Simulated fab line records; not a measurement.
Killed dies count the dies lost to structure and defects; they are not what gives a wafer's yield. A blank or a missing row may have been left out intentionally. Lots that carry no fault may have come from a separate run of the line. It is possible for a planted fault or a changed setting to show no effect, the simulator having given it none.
Which of the tools did it? ; flow nand harc ; 69 wafers from 23 lots sampled at 5 of the route's 1302 steps

## WHAT THE GAUGES READ, wafer by wafer
NHARC_P_M0_THK_MEAS_24: measures by xrf.
lot;measured;on;thk nm (nm)
L074;day 6 03:40;film metro-01;117.1 118.6 118.6
L075;day 6 18:56;film metro-02;115.9 119.7 118.4
L076;day 6 19:24;film metro-01;116.5 120.7 119.8
L077;day 7 10:15;film metro-01;115.7 116.2 116.4
L078;day 7 17:26;film metro-01;116.4 120.2 120.2
L079;day 8 09:41;film metro-01;115.7 115.3 117.5
L080;day 8 19:40;film metro-02;120.7 119.5 119.7
L081;day 9 07:42;film metro-01;117.2 117.4 118.6
L082;day 9 20:40;film metro-02;119.2 116.3 115.9
L083;day 10 03:56;film metro-01;117.3 120.3 117.7
L086;day 11 02:28;film metro-02;119.9 115.0 119.8
L085;day 11 02:55;film metro-02;119.5 117.0 119.5
L087;day 11 14:11;film metro-01;119.2 116.2 121.4
L088;day 12 06:21;film metro-02;116.4 117.2 116.2
L089;day 12 17:03;film metro-01;116.3 118.3 116.2
L090;day 12 20:19;film metro-01;117.0 114.9 115.6
L091;day 13 09:29;film metro-01;114.5 115.7 119.3
L092;day 13 18:35;film metro-01;118.7 116.0 118.3
L093;day 13 19:07;film metro-01;116.6 119.1 121.0
L094;day 14 08:59;film metro-01;116.3 117.6 114.7
L095;day 14 19:34;film metro-02;116.6 117.9 119.3
L096;day 15 04:14;film metro-01;118.9 118.8 116.0
L097;day 15 19:20;film metro-02;117.1 115.8 117.0

## EACH LOT AND THE TOOL THAT RAN IT (in order: tool; ch and the chambers of the sampled wafers; start)
lot;NHARC_P_GATE_STRIP_108;NHARC_P_CONTACT_CMP_01;NHARC_P_CONTACT_DESCUM_17;NHARC_P_CONTACT_STRIP_28
L074;rie diel-07 ch 0,1,2, day 5 01:05;cmp-01 ch 0,1,3, day 5 20:14;rie diel-09 ch 0,1, day 5 21:11;rie diel-03 ch 2,3, day 5 22:08
L075;rie diel-07 ch 0,2,3, day 5 14:16;cmp-02 ch 0,1,2, day 6 10:56;rie diel-02 ch 1,2, day 6 12:21;rie diel-03 ch 1,3, day 6 13:27
L076;rie diel-12 ch 0,1,2, day 5 14:26;cmp-02 ch 1,2,3, day 6 11:46;rie diel-09 ch 0,1,3, day 6 12:46;rie diel-09 ch 0,1,2, day 6 13:42
L077;rie diel-07 ch 0,3, day 6 08:29;cmp-01 ch 0,1,3, day 7 02:52;rie diel-02 ch 0,1, day 7 03:50;rie diel-03 ch 0,2, day 7 04:47
L078;rie diel-07 ch 1,2,3, day 6 15:37;cmp-04 ch 0,1,2, day 7 09:56;rie diel-02 ch 0,2,3, day 7 10:58;rie diel-09 ch 0,1,3, day 7 11:55
L079;rie diel-07 ch 0,1,3, day 7 04:43;cmp-02 ch 0,1,2, day 8 01:31;rie diel-03 ch 0,1,2, day 8 02:32;rie diel-09 ch 1,2,3, day 8 03:29
L080;rie diel-12 ch 2,3, day 7 17:46;cmp-02 ch 0,2,3, day 8 12:12;rie diel-09 ch 0,1, day 8 13:11;rie diel-02 ch 1,3, day 8 14:09
L081;rie diel-07 ch 0,1,2, day 8 05:42;cmp-02 ch 0,2,3, day 9 00:10;rie diel-03 ch 0,3, day 9 01:08;rie diel-02 ch 0,1,2, day 9 02:16
L082;rie diel-12 ch 0,3, day 8 18:50;cmp-02 ch 0,1,2, day 9 13:03;rie diel-03 ch 1,2, day 9 14:03;rie diel-02 ch 0,1,3, day 9 15:01
L083;rie diel-12 ch 1,2,3, day 9 02:19;cmp-02 ch 1,2,3, day 9 20:31;rie diel-09 ch 1,2, day 9 21:25;rie diel-02 ch 0,1,3, day 9 22:22
L086;rie diel-05 ch 1,2,3, day 10 00:55;cmp-01 ch 2,3, day 10 19:05;rie diel-03 ch 1,2,3, day 10 20:00;rie diel-03 ch 2,3, day 10 21:04
L085;rie diel-12 ch 0,1,2, day 10 01:03;cmp-04 ch 0,1,3, day 10 19:26;rie diel-02 ch 1,2, day 10 20:24;rie diel-03 ch 0,1,3, day 10 21:23
L087;rie diel-05 ch 0,2,3, day 10 12:13;cmp-01 ch 0,1,3, day 11 06:40;rie diel-09 ch 0,1,2, day 11 07:38;rie diel-03 ch 0,1,3, day 11 08:37
L088;rie diel-12 ch 0,1,2, day 11 04:17;cmp-01 ch 1,3, day 11 22:31;rie diel-02 ch 0,3, day 11 23:30;rie diel-09 ch 0,1,2, day 12 00:28
L089;rie diel-12 ch 1,2, day 11 15:11;cmp-04 ch 1,2, day 12 09:39;rie diel-03 ch 0,1,3, day 12 10:34;rie diel-03 ch 1,2,3, day 12 11:31
L090;rie diel-07 ch 0,1, day 11 18:20;cmp-01 ch 0,1, day 12 12:45;rie diel-03 ch 0,1,2, day 12 13:39;rie diel-09 ch 0,3, day 12 14:37
L091;rie diel-07 ch 0,1,2, day 12 07:02;cmp-04 ch 0,1,3, day 13 01:11;rie diel-09 ch 1,3, day 13 02:10;rie diel-03 ch 0,2, day 13 03:07
L092;rie diel-07 ch 1,3, day 12 16:46;cmp-01 ch 0,1,3, day 13 11:10;rie diel-09 ch 0,1,2, day 13 12:04;rie diel-09 ch 0,2, day 13 13:01
L093;rie diel-07 ch 0,3, day 12 17:13;cmp-04 ch 2,3, day 13 11:35;rie diel-03 ch 1,2,3, day 13 12:38;rie diel-02 ch 0,1,2, day 13 13:36
L094;rie diel-12 ch 0,1,3, day 13 07:03;cmp-04 ch 0,3, day 14 01:34;rie diel-02 ch 0,1,2, day 14 02:27;rie diel-03 ch 1,2, day 14 03:23
L095;rie diel-07 ch 0,3, day 13 17:23;cmp-04 ch 0,1,2, day 14 12:09;rie diel-02 ch 0,1,2, day 14 13:01;rie diel-03 ch 0,1,3, day 14 13:58
L096;rie diel-05 ch 1,2,3, day 14 02:17;cmp-01 ch 0,1,2, day 14 20:52;rie diel-03 ch 0,2,3, day 14 21:53;rie diel-02 ch 0,1,3, day 14 22:49
L097;rie diel-05 ch 1,3, day 14 16:59;cmp-04 ch 0,2, day 15 11:26;rie diel-03 ch 1,2,3, day 15 12:26;rie diel-09 ch 1,2,3, day 15 13:22
- NHARC_P_GATE_STRIP_108: strips in O2.
- NHARC_P_CONTACT_CMP_01: polishes SiO2, target thk 200 nm.
- NHARC_P_CONTACT_DESCUM_17: chemistry O2, time 3 s.
- NHARC_P_CONTACT_STRIP_28: strips in O2.

## AS READ BY THE TOOLS THEMSELVES (means over the sampled wafers that have a number; for cases with no such wafer, the mark the record gives instead)
NHARC_P_GATE_STRIP_108.
lot;tool;drypump motor current A (A);oes product au (a.u.);rf vpp V (V);showerhead plenum p Torr (Torr);throttle valve pct (%)
L074;rie diel-07;5.9;1.006;57.2;3.59;17.023
L075;rie diel-07;6.4;0.997;57.4;3.59;17.038
L076;rie diel-12;5.4;1.007;58.1;3.73;17.038
L077;rie diel-07;6.6;0.990;57.6;3.50;17.026
L078;rie diel-07;5.9;1.007;58.1;3.58;17.035
L079;rie diel-07;6.1;1.003;57.8;3.49;17.049
L080;rie diel-12;5.0;1.007;58.8;3.53;17.036
L081;rie diel-07;5.9;1.004;57.7;3.58;17.041
L082;rie diel-12;4.8;1.018;57.5;3.53;17.039
L083;rie diel-12;5.4;1.012;58.0;3.61;17.027
L086;rie diel-05;5.5;0.999;58.3;3.50;17.039
L085;rie diel-12;5.4;1.005;58.6;3.73;17.032
L087;rie diel-05;5.5;1.001;57.7;3.56;17.034
L088;rie diel-12;5.5;0.998;57.6;3.72;17.025
L089;rie diel-12;5.7;1.007;58.8;3.68;17.044
L090;rie diel-07;5.6;0.994;58.3;3.49;17.036
L091;rie diel-07;5.9;0.990;57.5;3.58;17.037
L092;rie diel-07;5.6;1.000;57.3;3.48;17.038
L093;rie diel-07;6.6;0.984;57.0;3.50;17.040
L094;rie diel-12;5.1;1.006;58.0;3.61;17.039
L095;rie diel-07;6.6;1.017;58.1;3.50;17.033
L096;rie diel-05;5.5;1.006;58.2;3.49;17.035
L097;rie diel-05;5.7;1.002;57.9;3.49;17.030

NHARC_P_CONTACT_CMP_01.
lot;tool;motor current A (A)
L074;cmp-01;10.9
L075;cmp-02;11.9
L076;cmp-02;11.7
L077;cmp-01;11.2
L078;cmp-04;12.9
L079;cmp-02;11.4
L080;cmp-02;11.7
L081;cmp-02;12.0
L082;cmp-02;11.5
L083;cmp-02;11.6
L086;cmp-01;11.9
L085;cmp-04;12.2
L087;cmp-01;11.1
L088;cmp-01;10.9
L089;cmp-04;13.5
L090;cmp-01;10.8
L091;cmp-04;12.3
L092;cmp-01;11.1
L093;cmp-04;14.3
L094;cmp-04;12.3
L095;cmp-04;13.0
L096;cmp-01;11.7
L097;cmp-04;12.9

NHARC_P_CONTACT_DESCUM_17.
lot;tool;drypump motor current A (A);oes product au (a.u.);rf vpp V (V);showerhead plenum p Torr (Torr);throttle valve pct (%)
L074;rie diel-09;6.0;0.996;57.2;1.92;11.314
L075;rie diel-02;5.7;1.000;57.3;1.91;11.317
L076;rie diel-09;5.9;1.004;57.3;1.91;11.313
L077;rie diel-02;5.5;0.999;56.8;1.84;11.312
L078;rie diel-02;5.2;0.985;57.6;1.83;11.313
L079;rie diel-03;5.8;1.002;57.2;1.88;11.310
L080;rie diel-09;6.0;1.007;57.5;1.92;11.306
L081;rie diel-03;5.7;0.997;58.4;1.90;11.308
L082;rie diel-03;5.8;1.001;58.1;1.87;11.312
L083;rie diel-09;6.4;1.007;58.3;1.88;11.314
L086;rie diel-03;6.0;1.014;58.0;1.94;11.319
L085;rie diel-02;5.7;0.995;58.3;1.91;11.305
L087;rie diel-09;6.1;1.001;57.9;1.91;11.311
L088;rie diel-02;5.0;1.001;57.0;1.84;11.314
L089;rie diel-03;5.8;1.001;57.1;1.89;11.322
L090;rie diel-03;5.8;1.007;58.4;1.88;11.312
L091;rie diel-09;6.0;0.997;57.8;1.90;11.308
L092;rie diel-09;6.1;1.009;57.7;1.91;11.311
L093;rie diel-03;5.9;0.996;58.0;1.94;11.314
L094;rie diel-02;5.5;0.989;57.4;1.85;11.306
L095;rie diel-02;5.5;1.001;57.9;1.85;11.313
L096;rie diel-03;5.9;0.995;57.1;1.95;11.310
L097;rie diel-03;6.0;1.006;57.6;1.94;11.313

NHARC_P_CONTACT_STRIP_28.
lot;tool;drypump motor current A (A);oes product au (a.u.);rf vpp V (V);showerhead plenum p Torr (Torr);throttle valve pct (%)
L074;rie diel-03;6.1;1.006;58.2;3.68;17.040
L075;rie diel-03;6.0;0.993;57.8;3.59;17.037
L076;rie diel-09;6.2;1.002;57.6;3.52;17.036
L077;rie diel-03;5.8;1.005;57.8;3.49;17.035
L078;rie diel-09;6.0;0.987;58.3;3.53;17.024
L079;rie diel-09;6.2;1.002;57.0;3.48;17.031
L080;rie diel-02;5.5;0.997;57.3;3.54;17.042
L081;rie diel-02;5.5;0.998;58.2;3.42;17.040
L082;rie diel-02;5.3;0.998;57.1;3.45;17.032
L083;rie diel-02;5.4;0.995;56.7;3.45;17.033
L086;rie diel-03;6.0;1.002;58.2;3.69;17.043
L085;rie diel-03;5.8;1.006;57.4;3.49;17.034
L087;rie diel-03;5.8;0.996;57.2;3.49;17.032
L088;rie diel-09;6.2;1.006;57.7;3.52;17.031
L089;rie diel-03;6.0;1.002;57.3;3.57;17.040
L090;rie diel-09;5.9;0.989;58.1;3.56;17.028
L091;rie diel-03;5.8;0.993;57.0;3.49;17.039
L092;rie diel-09;6.4;1.013;57.6;3.51;17.035
L093;rie diel-02;5.5;0.996;56.7;3.42;17.035
L094;rie diel-03;5.8;1.007;56.8;3.46;17.044
L095;rie diel-03;5.8;1.000;57.8;3.49;17.036
L096;rie diel-02;5.3;0.993;57.5;3.45;17.041
L097;rie diel-09;6.2;1.002;57.9;3.48;17.038

## THE ANSWER, worked out from the rows above alone
Rule: the lots themselves supply what counts as usual. Put in order of their means at a reading, lots are off if they are a third of the lots or fewer, leave a main group of 4 or more, and stand apart from it by a gap of 3 or more times the standard deviation of the main group's means; of several such gaps the widest counts. A main group whose means are all the same, to the digits that the tables above print for the reading, isn't used. Also off: a lot with no number at a reading for which 4 or more lots have one. All remaining lots with rows at the step are treated as sound. The gauges are gone through in route order, then the tools' own readings, and for those a lot's mean is taken as printed above. At the first step where some lot is off, the reading lying furthest off is the one used; lots without a number count as furthest.
Across all readings shown, no lot is off: no conclusion can be drawn from this.

## WHAT HAD BEEN PUT IN BY THE SIMULATOR
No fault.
